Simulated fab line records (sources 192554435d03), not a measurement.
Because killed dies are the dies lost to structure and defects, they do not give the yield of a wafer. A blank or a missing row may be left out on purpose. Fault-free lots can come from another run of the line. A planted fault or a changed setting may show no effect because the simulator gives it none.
Matching of chambers :: flow n5Finfet :: N5_MOL_CONTACT_COAG_CMP_52 on cmp-01: 4 sister chambers
The step polishes, stops on SiO2, t overpolish 1.5 s, target thk 66.5 nm. 8 wafers are shown with their chamber, then 8 later ones without.

WAFERS, EACH WITH ITS CHAMBER
wafer: L080.1
chamber: 2
motorCurrentA (A): 11.4
timeToEndpointS (s): 14.2

wafer: L080.4
chamber: 0
motorCurrentA (A): 11.3
timeToEndpointS (s): 10.5

wafer: L083.1
chamber: 1
motorCurrentA (A): 10.4
timeToEndpointS (s): 13.9

wafer: L083.4
chamber: 0
motorCurrentA (A): 11.1
timeToEndpointS (s): 11.5

wafer: L088.1
chamber: 2
motorCurrentA (A): 11.1
timeToEndpointS (s): 12.8

wafer: L088.2
chamber: 3
motorCurrentA (A): 11.8
timeToEndpointS (s): 8.8

wafer: L088.5
chamber: 1
motorCurrentA (A): 11.2
timeToEndpointS (s): 10.5

wafer: L091.2
chamber: 3
motorCurrentA (A): 11.9
timeToEndpointS (s): 10.1

WAFERS WHOSE CHAMBER IS MISSING
wafer: L091.3
motorCurrentA (A): 11.2
timeToEndpointS (s): 12.4

wafer: L091.4
motorCurrentA (A): 11.1
timeToEndpointS (s): 8.9

wafer: L092.1
motorCurrentA (A): 11.3
timeToEndpointS (s): 11.2

wafer: L092.2
motorCurrentA (A): 10.5
timeToEndpointS (s): 12.1

wafer: L092.5
motorCurrentA (A): 12.5
timeToEndpointS (s): 13.9

wafer: L094.2
motorCurrentA (A): 11.1
timeToEndpointS (s): 10.7

wafer: L094.5
motorCurrentA (A): 11.6
timeToEndpointS (s): 9.7

wafer: L094.6
motorCurrentA (A): 11.2
timeToEndpointS (s): 10.9

THE CHAMBER EACH PASSED THROUGH
wafer: L091.3
from the rows above: can't be placed: 2 or 0 or 1
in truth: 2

wafer: L091.4
from the rows above: can't be placed: 0 or 3 or 1 or 2
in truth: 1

wafer: L092.1
from the rows above: can't be placed: 0 or 2 or 1 or 3
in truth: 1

wafer: L092.2
from the rows above: can't be placed: 1 or 0 or 2
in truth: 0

wafer: L092.5
from the rows above: can't be placed: 3 or 2 or 0 or 1
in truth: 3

wafer: L094.2
from the rows above: can't be placed: 0 or 1 or 2
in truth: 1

wafer: L094.5
from the rows above: can't be placed: 3 or 0
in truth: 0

wafer: L094.6
from the rows above: can't be placed: 0 or 1 or 2
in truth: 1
Correctly placed: 0 of 8. From these rows, 8 cannot be placed; in 8 the true chamber is one of the candidates. Number placed wrongly: 0.
How it was worked out, from the rows above alone: a wafer's distance from a chamber is the root of the sum, over the readings, of the square of ((its reading less the chamber's mean) divided by the reading's scatter). The wafer belongs to the nearest chamber; if the next one is less than 2 further off, it can't be placed. A chamber's mean is the mean of its shown wafers. The scatter: take each reading less its chamber's mean, square it, sum over the shown wafers, divide by the number of wafers less the number of chambers, and take the root.
